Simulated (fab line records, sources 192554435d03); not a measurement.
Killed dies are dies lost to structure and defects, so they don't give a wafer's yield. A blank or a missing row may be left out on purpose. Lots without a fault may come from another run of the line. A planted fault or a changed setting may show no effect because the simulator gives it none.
Which tool did it? | flow n5_finfet | 10 lots, 30 wafers sampled, at 3 steps of a route of 1938

WHAT THE GAUGES READ, wafer by wafer
N5_BEOL_M4_INSPECT_59: inspects for defects (darkfield).
lot  | measured     | on                | raw_defect_count
L743 | day 7 20:23  | defect_inspect-01 | 58 64 51
L745 | day 9 07:51  | defect_inspect-02 | 102 65 76
L746 | day 9 14:11  | defect_inspect-02 | 51 59 58
L753 | day 11 21:11 | defect_inspect-01 | 204 109 123
L759 | day 12 18:33 | defect_inspect-02 | 110 91 114
L760 | day 12 20:53 | defect_inspect-02 | 55 66 37
L761 | day 13 15:43 | defect_inspect-01 | 56 54 68
L762 | day 13 19:59 | defect_inspect-01 | 110 81 80
L763 | day 14 17:01 | defect_inspect-01 | 104 77 94
L764 | day 14 10:45 | defect_inspect-02 | 130 146 128

WHICH TOOL RAN EACH LOT (tool, then ch and the chambers of the sampled wafers, then the start)
lot  | N5_HKMG_FIN_WET_ETCH_18             | N5_BEOL_M4_ANNEAL_91
L743 | wet_bench-03 ch 1,2,5, day 4 14:12  | pvd_sputter-03, day 7 18:44
L745 | wet_bench-06 ch 2,4,5, day 5 18:47  | pvd_sputter-02, day 9 06:09
L746 | wet_bench-06 ch 0,3,5, day 5 19:41  | pvd_sputter-01, day 9 11:51
L753 | wet_bench-06 ch 1,2,7, day 7 10:51  | pvd_sputter-01, day 11 19:32
L759 | wet_bench-03 ch 2,3,5, day 8 14:50  | pvd_sputter-01, day 12 16:53
L760 | wet_bench-03 ch 2,4,5, day 8 23:11  | pvd_sputter-01, day 12 19:13
L761 | wet_bench-03 ch 0,3,6, day 9 05:35  | pvd_sputter-02, day 13 13:56
L762 | wet_bench-03 ch 1,6,7, day 9 10:08  | pvd_sputter-02, day 13 18:17
L763 | wet_bench-03 ch 0,1,7, day 9 22:18  | pvd_sputter-03, day 14 15:25
L764 | wet_bench-05 ch 0,4,5, day 10 01:24 | pvd_sputter-01, day 14 08:43
- N5_HKMG_FIN_WET_ETCH_18: etches TiN in SC1, time 55 s, target depth 5.2 nm, rinse time 30 s.
- N5_BEOL_M4_ANNEAL_91: time 240 s.

THE ANSWER, worked out from the rows above alone
Rule: what is usual is taken from the lots themselves. Put in order of their means at a reading, lots are off if they are a third of the lots or fewer, leave a main group of 4 or more, and stand apart from it by a gap of 3 or more times the standard deviation of the main group's means; of several such gaps the widest counts. A main group whose means are all the same, to the digits that the tables above print for the reading, isn't used. A lot without any number at a reading at which 4 lots or more have one is off too. The other lots that the step has rows for count as sound.
No lot is off at any reading shown: from this, nothing can be told.

WHAT THE SIMULATOR HAD PUT IN
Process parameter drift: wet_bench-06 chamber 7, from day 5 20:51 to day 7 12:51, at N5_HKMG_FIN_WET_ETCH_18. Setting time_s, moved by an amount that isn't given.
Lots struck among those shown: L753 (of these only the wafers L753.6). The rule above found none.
